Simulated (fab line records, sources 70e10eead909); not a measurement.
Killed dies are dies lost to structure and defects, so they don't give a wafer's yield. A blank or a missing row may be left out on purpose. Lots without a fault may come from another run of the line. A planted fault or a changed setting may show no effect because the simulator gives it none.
Which tool did it? | flow nand_harc | 13 lots, 37 wafers sampled, at 4 steps of a route of 1302

WHAT THE GAUGES READ, wafer by wafer
The record holds no reading of a measuring or inspecting step that can be judged against a usual standard deviation.

WHICH TOOL RAN EACH LOT (tool, then ch and the chambers of the sampled wafers, then the start)
lot  | NHARC_A_STAIRCASE_DESCUM_11        | NHARC_A_STAIRCASE_ETCH_17          | NHARC_A_STAIRCASE_TRIM_18                     | NHARC_A_STAIRCASE_STRIP_175
L227 | rie_diel-12 ch 0,2, day 15 17:46   | rie_diel-12 ch 0,1,3, day 15 18:28 | rie_diel-12 ch 0,2,3, day 15 19:58 or earlier | plasma_asher-01 ch 0,1, day 15 19:58
L230 | rie_diel-06 ch 1,2,3, day 16 14:01 | rie_diel-06 ch 0,1,2, day 16 14:44 | rie_diel-06 ch 1,2,3, day 16 16:18 or earlier | plasma_asher-01 ch 0,1, day 16 16:18
L229 | rie_diel-12 ch 0,1,2, day 16 14:26 | rie_diel-12 ch 0,1,3, day 16 15:19 | rie_diel-12 ch 0,2,3, day 16 17:13 or earlier | plasma_asher-01 ch 0,1, day 16 17:13
L228 | rie_diel-06 ch 0,1,3, day 16 17:57 | rie_diel-06 ch 0,1,3, day 16 18:38 | rie_diel-06 ch 1,2, day 16 20:10 or earlier   | plasma_asher-01 ch 0, day 16 20:10
L231 | rie_diel-05 ch 0,1,2, day 17 01:58 | rie_diel-05 ch 0,1,3, day 17 02:40 | rie_diel-05 ch 2,3, day 17 04:11 or earlier   | plasma_asher-01 ch 0,1, day 17 04:11
L232 | rie_diel-06 ch 0,2, day 17 12:15   | rie_diel-06 ch 0,2, day 17 13:01   | rie_diel-06 ch 0,1,3, day 17 14:29 or earlier | plasma_asher-01 ch 0,1, day 17 14:29
L233 | rie_diel-06 ch 0,2, day 17 23:20   | rie_diel-06 ch 1,3, day 18 00:31   | rie_diel-06 ch 0,1,3, day 18 04:52 or earlier | plasma_asher-01 ch 0,1, day 18 04:52
L236 | rie_diel-06 ch 3, day 19 15:08     | rie_diel-06 ch 2, day 19 15:49     | rie_diel-06 ch 1, day 19 17:27 or earlier     | plasma_asher-01 ch 0, day 19 17:27
L241 | rie_diel-05 ch 0,2,3, day 21 05:56 | rie_diel-05 ch 0,1,2, day 21 06:48 | rie_diel-05 ch 1,2, day 21 08:41 or earlier   | plasma_asher-01 ch 0,1, day 21 08:41
L243 | rie_diel-05 ch 0,1,3, day 22 06:17 | rie_diel-05 ch 0,1,2, day 22 11:20 | rie_diel-05 ch 0,1,2, day 22 12:50 or earlier | plasma_asher-01 ch 0,1, day 22 12:50
L246 | rie_diel-05 ch 1,2, day 23 09:17   | rie_diel-05 ch 1,2, day 23 13:14   | rie_diel-05 ch 1,3, day 23 14:43 or earlier   | plasma_asher-01 ch 0,1, day 23 14:43
L248 | rie_diel-05 ch 2,3, day 24 06:30   | rie_diel-05 ch 1,2, day 24 07:12   | rie_diel-05 ch 2,3, day 24 08:53 or earlier   | plasma_asher-02 ch 0,1, day 24 08:53
L250 | rie_diel-12 ch 0,1,3, day 25 05:54 | rie_diel-12 ch 1,2,3, day 25 06:36 | rie_diel-12 ch 0,2,3, day 25 08:22 or earlier | plasma_asher-02 ch 0,1, day 25 08:22
- NHARC_A_STAIRCASE_DESCUM_11: chemistry O2, time 3 s.
- NHARC_A_STAIRCASE_ETCH_17: etches the open film in C4F8/O2, target depth 100 nm, time 40.5 s.
- NHARC_A_STAIRCASE_TRIM_18: chemistry O2, time 211.2 s.
- NHARC_A_STAIRCASE_STRIP_175: strips in O2.

WHAT THE TOOLS THEMSELVES READ (means of the sampled wafers that have a number; where no wafer has one, the mark that the record gives instead)
NHARC_A_STAIRCASE_DESCUM_11. Usual: drypump_motor_current_A 5.7 A, standard deviation 0.38; mfc_ar_sccm 0.016 sccm, standard deviation 0.015; oes_product_au 1.006 a.u., standard deviation 0.015; rf_vpp_V 57.8 V, standard deviation 0.92; showerhead_plenum_p_Torr 1.93 Torr, standard deviation 0.058; throttle_valve_pct 11.311 %, standard deviation 0.0087.
lot  | tool        | drypump_motor_current_A (A) | mfc_ar_sccm (sccm) | oes_product_au (a.u.) | rf_vpp_V (V) | showerhead_plenum_p_Torr (Torr) | throttle_valve_pct (%) | flag
L227 | rie_diel-12 | 5.6                         | 0.000              | 1.006                 | 57.9         | 1.96                            | 11.321                 |
L230 | rie_diel-06 | 5.4                         | 0.027              | 1.004                 | 58.4         | 1.91                            | 11.311                 |
L229 | rie_diel-12 | 5.9                         | 0.000              | 1.012                 | 57.2         | 1.93                            | 11.313                 |
L228 | rie_diel-06 | 5.7                         | 0.023              | 1.005                 | 58.4         | 1.90                            | 11.305                 |
L231 | rie_diel-05 | 5.9                         | 0.019              | 1.012                 | 57.8         | 1.98                            | 11.308                 |
L232 | rie_diel-06 | 5.5                         | 0.008              | 0.995                 | 58.5         | 1.94                            | 11.314                 |
L233 | rie_diel-06 | 5.6                         | 0.008              | 0.990                 | 58.9         | 1.94                            | 11.310                 |
L236 | rie_diel-06 | 5.2                         | 0.045              | 1.004                 | 58.5         | 1.90                            | 11.298                 |
L241 | rie_diel-05 | 5.6                         | 0.016              | 1.002                 | 58.4         | 1.93                            | 11.311                 |
L243 | rie_diel-05 | 5.8                         | 0.015              | 0.999                 | 58.2         | 1.91                            | 11.306                 |
L246 | rie_diel-05 | 5.9                         | 0.026              | 1.017                 | 57.5         | 2.04                            | 11.314                 |
L248 | rie_diel-05 | 5.6                         | 0.019              | 1.014                 | 57.4         | 1.93                            | 11.308                 |
L250 | rie_diel-12 | 5.8                         | 0.000              | 1.004                 | 57.2         | 1.91                            | 11.309                 |

NHARC_A_STAIRCASE_ETCH_17. Usual: oes_product_au 0.949 a.u., standard deviation 0.016; rf_vpp_V 897 V, standard deviation 3.6.
lot  | tool        | oes_product_au (a.u.) | rf_vpp_V (V) | flag
L227 | rie_diel-12 | 0.951                 | 897          |
L230 | rie_diel-06 | 0.947                 | 896          |
L229 | rie_diel-12 | 0.949                 | 897          |
L228 | rie_diel-06 | 0.968                 | 896          |
L231 | rie_diel-05 | 0.953                 | 897          |
L232 | rie_diel-06 | 0.938                 | 897          |
L233 | rie_diel-06 | 0.948                 | 894          |
L236 | rie_diel-06 | 0.795                 | 898          | OFF
L241 | rie_diel-05 | 0.951                 | 899          |
L243 | rie_diel-05 | 0.941                 | 899          |
L246 | rie_diel-05 | 0.953                 | 904          |
L248 | rie_diel-05 | 0.965                 | 903          |
L250 | rie_diel-12 | 0.956                 | 897          |

NHARC_A_STAIRCASE_TRIM_18. Usual: drypump_motor_current_A 5.7 A, standard deviation 0.38; mfc_ar_sccm 0.016 sccm, standard deviation 0.015; oes_product_au 1.008 a.u., standard deviation 0.015; rf_vpp_V 57.8 V, standard deviation 0.91; showerhead_plenum_p_Torr 3.55 Torr, standard deviation 0.099; throttle_valve_pct 17.038 %, standard deviation 0.0075.
lot  | tool        | drypump_motor_current_A (A) | mfc_ar_sccm (sccm) | oes_product_au (a.u.) | rf_vpp_V (V) | showerhead_plenum_p_Torr (Torr) | throttle_valve_pct (%) | flag
L227 | rie_diel-12 | 5.5                         | 0.000              | 1.001                 | 57.2         | 3.59                            | 17.036                 |
L230 | rie_diel-06 | 5.5                         | 0.027              | 1.000                 | 58.2         | 3.53                            | 17.035                 |
L229 | rie_diel-12 | 5.5                         | 0.000              | 0.999                 | 58.3         | 3.59                            | 17.041                 |
L228 | rie_diel-06 | 5.5                         | 0.016              | 1.000                 | 57.5         | 3.56                            | 17.034                 |
L231 | rie_diel-05 | 5.6                         | 0.019              | 0.998                 | 57.7         | 3.59                            | 17.037                 |
L232 | rie_diel-06 | 5.7                         | 0.023              | 1.023                 | 57.9         | 3.51                            | 17.041                 |
L233 | rie_diel-06 | 5.7                         | 0.023              | 1.007                 | 57.7         | 3.51                            | 17.039                 |
L236 | rie_diel-06 | 5.8                         | 0.024              | 1.027                 | 57.5         | 3.46                            | 17.039                 |
L241 | rie_diel-05 | 5.9                         | 0.026              | 1.010                 | 58.9         | 3.75                            | 17.035                 |
L243 | rie_diel-05 | 5.9                         | 0.019              | 1.008                 | 57.6         | 3.63                            | 17.045                 |
L246 | rie_diel-05 | 6.0                         | 0.020              | 0.994                 | 58.2         | 3.63                            | 17.032                 |
L248 | rie_diel-05 | 5.6                         | 0.023              | 1.037                 | 57.8         | 3.66                            | 17.034                 |
L250 | rie_diel-12 | 5.5                         | 0.000              | 1.013                 | 58.0         | 3.55                            | 17.044                 |

NHARC_A_STAIRCASE_STRIP_175. Usual: drypump_motor_current_A 5.7 A, standard deviation 0.43; heater_power_w 314 W, standard deviation 15; rf_refl_power_W 17.2 W, standard deviation 3.
lot  | tool            | drypump_motor_current_A (A) | heater_power_w (W) | rf_refl_power_W (W) | flag
L227 | plasma_asher-01 | 5.6                         | 322                | -                   | OFF
L230 | plasma_asher-01 | 5.6                         | 316                | 18.7                |
L229 | plasma_asher-01 | 5.8                         | 320                | -                   | OFF
L228 | plasma_asher-01 | 5.9                         | 305                | 17.4                |
L231 | plasma_asher-01 | 5.6                         | 319                | -                   | OFF
L232 | plasma_asher-01 | 5.8                         | 310                | 17.8                |
L233 | plasma_asher-01 | 5.8                         | 313                | 18.1                |
L236 | plasma_asher-01 | 6.0                         | 302                | 17.3                |
L241 | plasma_asher-01 | 5.8                         | 314                | 17.8                |
L243 | plasma_asher-01 | 5.6                         | 319                | -                   | OFF
L246 | plasma_asher-01 | 5.6                         | 323                | 18.7                |
L248 | plasma_asher-02 | 6.0                         | 307                | -                   | OFF
L250 | plasma_asher-02 | 5.5                         | 296                | 13.7                |

THE ANSWER, worked out from the rows above alone
Rule: a lot is off if the mean of its wafers that have a number lies more than 3 standard deviations from the usual mean. A lot without any number at a reading at which 4 lots or more have one is off too. The other lots that the step has rows for count as sound. The gauges are gone through in route order, then the tools' own readings, and for those a lot's mean is taken as printed above. The first step at which some lot is off is used, and at that step the reading that is off furthest; a lot without a number counts as furthest.
Off: L236, at NHARC_A_STAIRCASE_ETCH_17 (oes_product_au).
A tool fits if, at that step or a process step before it, it ran every lot that is off, and no sound lot after the first of them. One fits: rie_diel-06 at NHARC_A_STAIRCASE_DESCUM_11 and NHARC_A_STAIRCASE_ETCH_17. At NHARC_A_STAIRCASE_DESCUM_11 its last sound lot is L233 (day 17 23:20), its first lot that is off L236 (day 19 15:08): a fault that began between those two fits.

WHAT THE SIMULATOR HAD PUT IN
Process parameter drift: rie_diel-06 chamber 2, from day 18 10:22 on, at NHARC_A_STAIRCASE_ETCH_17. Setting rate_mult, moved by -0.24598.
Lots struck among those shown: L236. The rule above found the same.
